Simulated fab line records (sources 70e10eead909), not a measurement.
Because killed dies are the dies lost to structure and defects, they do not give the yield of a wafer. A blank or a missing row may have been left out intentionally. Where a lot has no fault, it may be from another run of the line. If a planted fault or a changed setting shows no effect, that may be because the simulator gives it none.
Which tool was responsible? | flow nandHarc | Sampling: 13 lots, 33 wafers, 3 of 1159 route steps

## WHAT THE GAUGES READ, wafer by wafer
NHARC_A_STAIRCASE_INSPECT_155. Usual: rawDefectCount at 318, with a standard deviation of 100.
lot  | measured     | on               | rawDefectCount | flag
L140 | day 13 14:53 | defectInspect-01 | 219 249 208    | 
L139 | day 13 15:20 | defectInspect-01 | 434 306 286    | 
L142 | day 14 08:56 | defectInspect-02 | 271 263 291    | 
L145 | day 15 07:59 | defectInspect-02 | 238 469 476    | 
L148 | day 15 20:07 | defectInspect-01 | 310 283 227    | 
L149 | day 16 06:37 | defectInspect-01 | 225 295 238    | 
L152 | day 16 23:04 | defectInspect-02 | 378 322 258    | 
L151 | day 16 23:23 | defectInspect-01 | 414            | 
L150 | day 16 22:59 | defectInspect-01 | 260 195 308    | 
L153 | day 17 21:35 | defectInspect-02 | 361            | 
L154 | day 17 21:29 | defectInspect-01 | 287            | 
L161 | day 19 01:40 | defectInspect-02 | 273 269 294    | 
L162 | day 19 15:37 | defectInspect-02 | 419 373 261    | 

NHARC_A_SGD_CUT_OVL_MEAS_10. Usual: overlayXNm 0.0 nm, standard deviation 0.74; overlayYNm 0.2 nm, standard deviation 0.89.
lot  | measured     | on         | overlayXNm (nm) | overlayYNm (nm) | flag
L140 | day 13 15:49 | overlay-02 | 0.2 -0.5 0.3    | -0.6 -0.3 -0.4  | 
L139 | day 13 16:13 | overlay-02 | 0.0 -0.2 -1.1   | -1.3 -1.2 -1.1  | 
L142 | day 14 09:49 | overlay-01 | -0.4 -0.5 -0.6  | -0.4 -0.9 -0.4  | 
L145 | day 15 09:06 | overlay-02 | -1.9 -0.8 -1.2  | 0.9 0.4 1.0     | 
L148 | day 15 21:00 | overlay-01 | 0.4 0.7 0.8     | 0.1 -0.6 0.3    | 
L149 | day 16 07:22 | overlay-02 | -0.6 0.1 0.1    | 0.7 1.3 0.7     | 
L152 | day 17 00:08 | overlay-01 | 1.5 0.8 1.1     | 0.5 0.3 1.0     | 
L151 | day 17 00:20 | overlay-02 | 0.2             | -0.2            | 
L150 | day 16 23:58 | overlay-01 | 0.5 0.0 0.0     | -0.2 0.6 0.0    | 
L153 | day 17 22:32 | overlay-02 | -0.8            | 0.6             | 
L154 | day 17 22:23 | overlay-01 | 0.1             | 1.2             | 
L161 | day 19 02:25 | overlay-01 | 0.4 0.9 0.4     | -1.0 -1.2 -1.2  | 
L162 | day 19 16:27 | overlay-02 | 1.0 1.0 1.0     | -0.1 -0.1 0.3   | 

## EACH LOT AND THE TOOL THAT RAN IT (in order: tool; ch and the chambers of the sampled wafers; start)
lot  | NHARC_A_STAIRCASE_DEP_325
L140 | pecvd-04 ch 0,1,2, day 13 00:45
L139 | pecvd-04 ch 0,1,2, day 13 04:14
L142 | pecvd-03 ch 0,1,2, day 13 20:07
L145 | pecvd-04 ch 0,2, day 14 17:39
L148 | pecvd-03 ch 0,1, day 15 07:16
L149 | pecvd-04 ch 0,1, day 15 17:47
L152 | pecvd-01 ch 0,1, day 16 10:20
L151 | pecvd-03 ch 1, day 16 10:32
L150 | pecvd-04 ch 0,1, day 16 10:43
L153 | pecvd-01 ch 2, day 17 08:07
L154 | pecvd-04 ch 0, day 17 08:08
L161 | pecvd-03 ch 1,2, day 18 08:28
L162 | pecvd-01 ch 0,2, day 19 02:11
- NHARC_A_STAIRCASE_DEP_325: deposits SiO2, target thk 3800 nm.

## AS READ BY THE TOOLS THEMSELVES (means over the sampled wafers that have a number; for cases with no such wafer, the mark the record gives instead)
NHARC_A_STAIRCASE_DEP_325. Usual: heaterPowerW 681 W, standard deviation 110; mfcPrecursorSccm 199.9 sccm, standard deviation 0.56; susceptorTempC 400.00 C, standard deviation 0.22.
lot  | tool     | heaterPowerW (W) | mfcPrecursorSccm (sccm) | susceptorTempC (C) | flag
L140 | pecvd-04 | 643              | 199.7                   | 399.83             | 
L139 | pecvd-04 | 599              | 199.5                   | 399.76             | 
L142 | pecvd-03 | 659              | 200.3                   | 399.98             | 
L145 | pecvd-04 | 552              | 199.7                   | 399.94             | 
L148 | pecvd-03 | 702              | 198.9                   | 399.92             | 
L149 | pecvd-04 | 651              | 199.4                   | 399.85             | 
L152 | pecvd-01 | 771              | 199.7                   | 399.97             | 
L151 | pecvd-03 | 655              | 200.4                   | 400.22             | 
L150 | pecvd-04 | 629              | 199.9                   | 399.88             | 
L153 | pecvd-01 | 756              | 200.3                   | 400.36             | 
L154 | pecvd-04 | 515              | 201.2                   | 399.75             | 
L161 | pecvd-03 | 630              | 200.1                   | 399.88             | 
L162 | pecvd-01 | 781              | 199.9                   | 400.11             | 

## THE ANSWER, worked out from the rows above alone
Rule: take the mean of a lot's wafers that have a number; if it is more than 3 standard deviations from the usual mean, the lot is off. Also off: a lot with no number at a reading for which 4 or more lots have one. The other lots that the step has rows for count as sound. After the gauges, taken in route order, come the tools' own readings; for these a lot's mean is taken, as printed above. The first step at which some lot is off is used, and at that step the reading that is off furthest; a lot without a number counts as furthest.
Nothing can be told from this: no lot is off at any reading shown.

## WHAT HAD BEEN PUT IN BY THE SIMULATOR
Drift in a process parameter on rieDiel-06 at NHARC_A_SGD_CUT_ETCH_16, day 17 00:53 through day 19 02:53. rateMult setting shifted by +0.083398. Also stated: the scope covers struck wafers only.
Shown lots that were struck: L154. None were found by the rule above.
